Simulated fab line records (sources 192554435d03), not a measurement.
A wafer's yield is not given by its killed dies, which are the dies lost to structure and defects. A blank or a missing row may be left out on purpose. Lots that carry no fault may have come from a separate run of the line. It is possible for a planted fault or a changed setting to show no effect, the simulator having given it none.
Chamber matching	flow n5 finfet	N5_BEOL_M2_CO_CAP_55 on cvd co-01 has 3 sister chambers
The step material Co, precursor CCTBA/H2, target thk 2 nm, time 102.1 s. 3 wafers are shown with their chamber, then 12 later ones without.

WAFERS WITH THEIR CHAMBER
wafer	chamber	heater power w (W)
L085.1	2	229
L085.4	0	244
L085.6	1	202

WAFERS MISSING THEIR CHAMBER
wafer	heater power w (W)
L090.1	231
L090.2	207
L090.6	240
L089.2	205
L089.3	228
L089.6	240
L093.1	209
L093.5	235
L093.6	239
L094.2	233
L094.3	206
L094.5	235

CHAMBER TAKEN BY EACH
wafer	from the rows above	in truth
L090.1	2	2
L090.2	1	1
L090.6	can't be placed: 0 or 2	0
L089.2	1	1
L089.3	2	2
L089.6	can't be placed: 0 or 2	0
L093.1	1	1
L093.5	can't be placed: 2 or 0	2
L093.6	can't be placed: 0 or 2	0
L094.2	can't be placed: 2 or 0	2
L094.3	1	1
L094.5	can't be placed: 2 or 0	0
6 of 12 placed correctly. Not placeable from these rows: 6 (in 6, the candidates include the true chamber). 0 placed wrongly.
How it was worked out, from the rows above alone: a wafer's distance from a chamber is the root of the sum, over the readings, of the square of ((its reading less the chamber's mean) divided by the reading's scatter). The wafer belongs to the nearest chamber; if the next one is less than 2 further off, it can't be placed. The mean given for a chamber averages the wafers shown for that chamber. The scatter (one wafer shown for each chamber): square how far every hidden wafer sits from the nearest shown wafer, average those squares and take the square root.
